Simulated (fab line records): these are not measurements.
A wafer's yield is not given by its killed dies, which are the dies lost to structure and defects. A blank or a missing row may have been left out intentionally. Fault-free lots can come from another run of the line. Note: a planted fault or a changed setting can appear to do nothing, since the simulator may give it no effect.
Which tool was responsible? / flow n5 finfet / Sampling: 9 lots, 27 wafers, 6 of 1938 route steps

== WHAT THE GAUGES READ, wafer by wafer ==
N5_MOL_CONTACT_COAG_INSPECT_97: inspects for defects (darkfield).
lot=L076; measured=day 5 22:35; on=defect inspect-02; raw defect count=50 46 46
lot=L078; measured=day 6 10:21; on=defect inspect-02; raw defect count=41 48 33
lot=L080; measured=day 6 22:25; on=defect inspect-01; raw defect count=27 29 48
lot=L081; measured=day 7 11:42; on=defect inspect-01; raw defect count=48 40 55
lot=L085; measured=day 10 17:02; on=defect inspect-02; raw defect count=21 22 30
lot=L086; measured=day 10 18:34; on=defect inspect-02; raw defect count=37 22 48
lot=L090; measured=day 10 17:37; on=defect inspect-01; raw defect count=38 73 51
lot=L093; measured=day 10 18:14; on=defect inspect-02; raw defect count=38 45 18
lot=L096; measured=day 10 20:02; on=defect inspect-02; raw defect count=42 51 51

== EACH LOT AND THE TOOL THAT RAN IT (in order: tool; ch and the chambers of the sampled wafers; start) ==
lot=L076; N5_MOL_CONTACT_COAG_ETCH_89=rie diel-03 ch 1,2,3, day 5 14:13; N5_MOL_CONTACT_COAG_VIA_ETCH_46=rie diel-02 ch 0,1,2, day 5 14:47; N5_MOL_CONTACT_COAG_STRIP_119=plasma asher-01 ch 0,1, day 5 15:00; N5_MOL_CONTACT_COAG_DESCUM_45=rie diel-04 ch 1,3, day 5 15:59; N5_MOL_CONTACT_COAG_ETCH_65=rie diel-04 ch 1,3, day 5 16:01
lot=L078; N5_MOL_CONTACT_COAG_ETCH_89=rie diel-04 ch 1,3, day 6 02:07; N5_MOL_CONTACT_COAG_VIA_ETCH_46=rie diel-03 ch 0,2, day 6 02:42; N5_MOL_CONTACT_COAG_STRIP_119=plasma asher-02 ch 0,1, day 6 02:53; N5_MOL_CONTACT_COAG_DESCUM_45=rie diel-02 ch 1,2,3, day 6 03:39; N5_MOL_CONTACT_COAG_ETCH_65=rie diel-02 ch 1,2,3, day 6 03:41
lot=L080; N5_MOL_CONTACT_COAG_ETCH_89=rie diel-04 ch 0,1,3, day 6 16:27; N5_MOL_CONTACT_COAG_VIA_ETCH_46=rie diel-03 ch 0,1,3, day 6 16:53; N5_MOL_CONTACT_COAG_STRIP_119=plasma asher-02 ch 0,1, day 6 17:04; N5_MOL_CONTACT_COAG_DESCUM_45=rie diel-04 ch 1,2,3, day 6 17:47; N5_MOL_CONTACT_COAG_ETCH_65=rie diel-04 ch 1,2,3, day 6 17:49
lot=L081; N5_MOL_CONTACT_COAG_ETCH_89=rie diel-03 ch 0,1,2, day 7 05:00; N5_MOL_CONTACT_COAG_VIA_ETCH_46=rie diel-02 ch 0,2,3, day 7 05:34; N5_MOL_CONTACT_COAG_STRIP_119=plasma asher-01 ch 0,1, day 7 05:46; N5_MOL_CONTACT_COAG_DESCUM_45=rie diel-02 ch 0,2,3, day 7 06:30; N5_MOL_CONTACT_COAG_ETCH_65=rie diel-02 ch 0,2,3, day 7 06:32
lot=L085; N5_MOL_CONTACT_COAG_ETCH_89=rie diel-03 ch 0,2, day 7 23:37; N5_MOL_CONTACT_COAG_VIA_ETCH_46=rie diel-03 ch 2,3, day 8 00:16; N5_MOL_CONTACT_COAG_STRIP_119=plasma asher-01 ch 1, day 8 00:27; N5_MOL_CONTACT_COAG_DESCUM_45=rie diel-03 ch 0,1, day 8 02:07; N5_MOL_CONTACT_COAG_ETCH_65=rie diel-03 ch 0,1, day 8 02:09
lot=L086; N5_MOL_CONTACT_COAG_ETCH_89=rie diel-03 ch 0,1,3, day 8 16:17; N5_MOL_CONTACT_COAG_VIA_ETCH_46=rie diel-03 ch 0,1,2, day 8 17:14; N5_MOL_CONTACT_COAG_STRIP_119=plasma asher-02 ch 0,1, day 8 17:26; N5_MOL_CONTACT_COAG_DESCUM_45=rie diel-02 ch 0,1, day 8 19:28; N5_MOL_CONTACT_COAG_ETCH_65=rie diel-02 ch 0,1, day 8 19:31
lot=L090; N5_MOL_CONTACT_COAG_ETCH_89=rie diel-02 ch 0,1,2, day 9 05:43; N5_MOL_CONTACT_COAG_VIA_ETCH_46=rie diel-03 ch 1,3, day 9 06:09; N5_MOL_CONTACT_COAG_STRIP_119=plasma asher-02 ch 0,1, day 9 06:20; N5_MOL_CONTACT_COAG_DESCUM_45=rie diel-02 ch 0,1,2, day 9 06:56; N5_MOL_CONTACT_COAG_ETCH_65=rie diel-02 ch 0,1,2, day 9 06:58
lot=L093; N5_MOL_CONTACT_COAG_ETCH_89=rie diel-04 ch 0,2,3, day 9 23:20; N5_MOL_CONTACT_COAG_VIA_ETCH_46=rie diel-04 ch 0,1, day 9 23:52; N5_MOL_CONTACT_COAG_STRIP_119=plasma asher-01 ch 0, day 10 00:03; N5_MOL_CONTACT_COAG_DESCUM_45=rie diel-02 ch 1,2,3, day 10 00:57; N5_MOL_CONTACT_COAG_ETCH_65=rie diel-02 ch 1,2,3, day 10 00:59
lot=L096; N5_MOL_CONTACT_COAG_ETCH_89=rie diel-03 ch 1,2,3, day 10 13:16; N5_MOL_CONTACT_COAG_VIA_ETCH_46=rie diel-03 ch 1,2,3, day 10 13:43; N5_MOL_CONTACT_COAG_STRIP_119=plasma asher-02 ch 0,1, day 10 13:53; N5_MOL_CONTACT_COAG_DESCUM_45=rie diel-02 ch 0,2,3, day 10 14:29; N5_MOL_CONTACT_COAG_ETCH_65=rie diel-02 ch 0,2,3, day 10 14:31
- N5_MOL_CONTACT_COAG_ETCH_89: etches underlayer in N2/H2, target depth 13 nm, time 10.4 s.
- N5_MOL_CONTACT_COAG_VIA_ETCH_46: etches SiO2 in C4F6/O2, target depth 46 nm, overetch 9.2 nm, time 40 s.
- N5_MOL_CONTACT_COAG_STRIP_119: strips in N2/H2, time 30 s.
- N5_MOL_CONTACT_COAG_DESCUM_45: chemistry O2, time 7 s.
- N5_MOL_CONTACT_COAG_ETCH_65: etches underlayer in N2/H2, target depth 13 nm, time 10.4 s.

== THE ANSWER, worked out from the rows above alone ==
Rule: usual is defined by the lots themselves. Put in order of their means at a reading, lots are off if they are a third of the lots or fewer, leave a main group of 4 or more, and stand apart from it by a gap of 3 or more times the standard deviation of the main group's means; of several such gaps the widest counts. Not used: any main group whose means are identical at the precision the tables above print for the reading. Also off: a lot with no number at a reading for which 4 or more lots have one. All remaining lots with rows at the step are treated as sound.
Across all readings shown, no lot is off: no conclusion can be drawn from this.

== WHAT HAD BEEN PUT IN BY THE SIMULATOR ==
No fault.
